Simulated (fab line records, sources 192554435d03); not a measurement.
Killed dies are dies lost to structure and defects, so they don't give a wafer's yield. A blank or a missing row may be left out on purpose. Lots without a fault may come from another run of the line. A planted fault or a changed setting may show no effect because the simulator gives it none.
Which tool did it? | flow n5_finfet | 12 lots, 33 wafers sampled, at 5 steps of a route of 1938

WHAT THE GAUGES READ, wafer by wafer
N5_BEOL_M5_THK_MEAS_01. Usual: M5_ILD_THK 120.9 nm, standard deviation 1.7.
lot  | measured     | on            | M5_ILD_THK (nm)   | flag
L290 | day 9 12:25  | film_metro-01 | 122.4 123.7       |
L288 | day 9 14:33  | film_metro-01 | 118.8 119.4 121.2 |
L289 | day 9 17:14  | film_metro-01 | 121.6 123.5 121.8 |
L291 | day 9 17:21  | film_metro-02 | 117.6 120.5 117.9 |
L292 | day 10 17:55 | film_metro-01 | 120.8 122.5 121.5 |
L293 | day 10 22:17 | film_metro-01 | 119.4 122.4 122.9 |
L297 | day 11 22:36 | film_metro-02 | 118.8 95.6        | OFF
L299 | day 12 10:20 | film_metro-01 | 120.6 95.8        | OFF
L306 | day 13 18:44 | film_metro-02 | 122.3 119.1 121.2 |
L308 | day 14 05:26 | film_metro-01 | 120.5 122.8 119.8 |
L307 | day 14 11:35 | film_metro-01 | 120.1 119.8 122.0 |
L310 | day 15 03:36 | film_metro-02 | 123.3 119.9 122.2 |

WHICH TOOL RAN EACH LOT (tool, then ch and the chambers of the sampled wafers, then the start)
lot  | N5_BEOL_M4_SPUTTER_86        | N5_BEOL_M4_ANNEAL_93         | N5_BEOL_M4_ANNEAL_95         | N5_BEOL_M5_ILD_DEP_00
L290 | pvd_sputter-02, day 9 08:11  | pvd_sputter-02, day 9 08:55  | pvd_sputter-02, day 9 09:08  | pecvd-04 ch 0,2, day 9 11:22
L288 | pvd_sputter-03, day 9 10:08  | pvd_sputter-03, day 9 10:52  | pvd_sputter-03, day 9 11:05  | pecvd-04 ch 0,2, day 9 13:59
L289 | pvd_sputter-02, day 9 13:14  | pvd_sputter-02, day 9 13:58  | pvd_sputter-02, day 9 14:11  | pecvd-04 ch 1,2, day 9 16:40
L291 | pvd_sputter-03, day 9 13:31  | pvd_sputter-03, day 9 14:15  | pvd_sputter-03, day 9 14:28  | pecvd-04 ch 0,1,2, day 9 16:47
L292 | pvd_sputter-03, day 10 13:58 | pvd_sputter-03, day 10 14:42 | pvd_sputter-03, day 10 14:55 | pecvd-04 ch 0,2, day 10 17:16
L293 | pvd_sputter-01, day 10 18:31 | pvd_sputter-01, day 10 19:16 | pvd_sputter-01, day 10 19:29 | pecvd-02 ch 0,1, day 10 21:41
L297 | pvd_sputter-02, day 11 18:52 | pvd_sputter-02, day 11 19:36 | pvd_sputter-02, day 11 19:49 | pecvd-04 ch 1,2, day 11 22:02
L299 | pvd_sputter-01, day 12 06:38 | pvd_sputter-01, day 12 07:24 | pvd_sputter-01, day 12 07:37 | pecvd-04 ch 0,1, day 12 09:47
L306 | pvd_sputter-03, day 13 14:23 | pvd_sputter-03, day 13 15:07 | pvd_sputter-03, day 13 15:20 | pecvd-02 ch 1,2, day 13 17:34
L308 | pvd_sputter-03, day 14 01:42 | pvd_sputter-03, day 14 02:26 | pvd_sputter-03, day 14 02:40 | pecvd-02 ch 0,2, day 14 04:52
L307 | pvd_sputter-01, day 14 07:50 | pvd_sputter-01, day 14 08:35 | pvd_sputter-01, day 14 08:48 | pecvd-01 ch 0,1,2, day 14 11:01
L310 | pvd_sputter-03, day 14 23:47 | pvd_sputter-03, day 15 00:31 | pvd_sputter-03, day 15 00:44 | pecvd-02 ch 0,2, day 15 03:01
- N5_BEOL_M4_SPUTTER_86: material Cu, target thk 4.5 nm, time 8.29 s.
- N5_BEOL_M4_ANNEAL_93: time 240 s.
- N5_BEOL_M4_ANNEAL_95: time 240 s.
- N5_BEOL_M5_ILD_DEP_00: deposits SiCOH lowk from DEMS/porogen, target thk 140.64 nm, time 25.9 s.

WHAT THE TOOLS THEMSELVES READ (means of the sampled wafers that have a number; where no wafer has one, the mark that the record gives instead)
N5_BEOL_M4_SPUTTER_86. Usual: throttle_valve_pct 29.6 %, standard deviation 1.
lot  | tool           | throttle_valve_pct (%) | flag
L290 | pvd_sputter-02 | 29.4                   |
L288 | pvd_sputter-03 | 29.9                   |
L289 | pvd_sputter-02 | 29.1                   |
L291 | pvd_sputter-03 | 29.4                   |
L292 | pvd_sputter-03 | 29.3                   |
L293 | pvd_sputter-01 | 31.2                   |
L297 | pvd_sputter-02 | 28.4                   |
L299 | pvd_sputter-01 | 31.2                   |
L306 | pvd_sputter-03 | 29.6                   |
L308 | pvd_sputter-03 | 30.1                   |
L307 | pvd_sputter-01 | 31.2                   |
L310 | pvd_sputter-03 | 29.3                   |

N5_BEOL_M4_ANNEAL_93. Usual: heater_power_w 845 W, standard deviation 56.
lot  | tool           | heater_power_w (W) | flag
L290 | pvd_sputter-02 | 803                |
L288 | pvd_sputter-03 | 856                |
L289 | pvd_sputter-02 | 860                |
L291 | pvd_sputter-03 | 834                |
L292 | pvd_sputter-03 | 877                |
L293 | pvd_sputter-01 | 830                |
L297 | pvd_sputter-02 | 830                |
L299 | pvd_sputter-01 | 816                |
L306 | pvd_sputter-03 | 805                |
L308 | pvd_sputter-03 | 871                |
L307 | pvd_sputter-01 | 846                |
L310 | pvd_sputter-03 | 892                |

N5_BEOL_M4_ANNEAL_95. Usual: heater_power_w 845 W, standard deviation 56.
lot  | tool           | heater_power_w (W) | flag
L290 | pvd_sputter-02 | 804                |
L288 | pvd_sputter-03 | 834                |
L289 | pvd_sputter-02 | 884                |
L291 | pvd_sputter-03 | 838                |
L292 | pvd_sputter-03 | 882                |
L293 | pvd_sputter-01 | 826                |
L297 | pvd_sputter-02 | 826                |
L299 | pvd_sputter-01 | 836                |
L306 | pvd_sputter-03 | 804                |
L308 | pvd_sputter-03 | 883                |
L307 | pvd_sputter-01 | 833                |
L310 | pvd_sputter-03 | 889                |

N5_BEOL_M5_ILD_DEP_00. Usual: heater_power_w 325 W, standard deviation 68; showerhead_plenum_p_Torr 5.740 Torr, standard deviation 0.02; throttle_valve_pct 13.6 %, standard deviation 0.65.
lot  | tool     | heater_power_w (W) | showerhead_plenum_p_Torr (Torr) | throttle_valve_pct (%) | flag
L290 | pecvd-04 | 314                | 5.741                           | 13.1                   |
L288 | pecvd-04 | 302                | 5.744                           | 13.1                   |
L289 | pecvd-04 | 279                | 5.736                           | 14.3                   |
L291 | pecvd-04 | 285                | 5.740                           | 13.7                   |
L292 | pecvd-04 | 304                | 5.750                           | 13.1                   |
L293 | pecvd-02 | 341                | 5.732                           | 13.6                   |
L297 | pecvd-04 | 272                | 5.739                           | 13.9                   |
L299 | pecvd-04 | 263                | 5.736                           | 13.9                   |
L306 | pecvd-02 | 406                | 5.728                           | 14.0                   |
L308 | pecvd-02 | 398                | 5.715                           | 13.3                   |
L307 | pecvd-01 | 342                | 5.752                           | 13.5                   |
L310 | pecvd-02 | 377                | 5.704                           | 13.4                   |

THE ANSWER, worked out from the rows above alone
Rule: a lot is off if the mean of its wafers that have a number lies more than 3 standard deviations from the usual mean. A lot without any number at a reading at which 4 lots or more have one is off too. The other lots that the step has rows for count as sound. The gauges are gone through in route order, then the tools' own readings, and for those a lot's mean is taken as printed above. The first step at which some lot is off is used, and at that step the reading that is off furthest; a lot without a number counts as furthest.
Off: L297, L299, at N5_BEOL_M5_THK_MEAS_01 (M5_ILD_THK).
A tool fits if, at a process step before that reading, it ran every lot that is off, and no sound lot after the first of them. The gauges at N5_BEOL_M5_THK_MEAS_01 are tried like those tools. One fits: pecvd-04 at N5_BEOL_M5_ILD_DEP_00. Its last sound lot is L292 (day 10 17:16), its first lot that is off L297 (day 11 22:02): a fault that began between those two fits.

WHAT THE SIMULATOR HAD PUT IN
Process parameter drift: pecvd-04, from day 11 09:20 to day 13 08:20, at N5_BEOL_M5_ILD_DEP_00. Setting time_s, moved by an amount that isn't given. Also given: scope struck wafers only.
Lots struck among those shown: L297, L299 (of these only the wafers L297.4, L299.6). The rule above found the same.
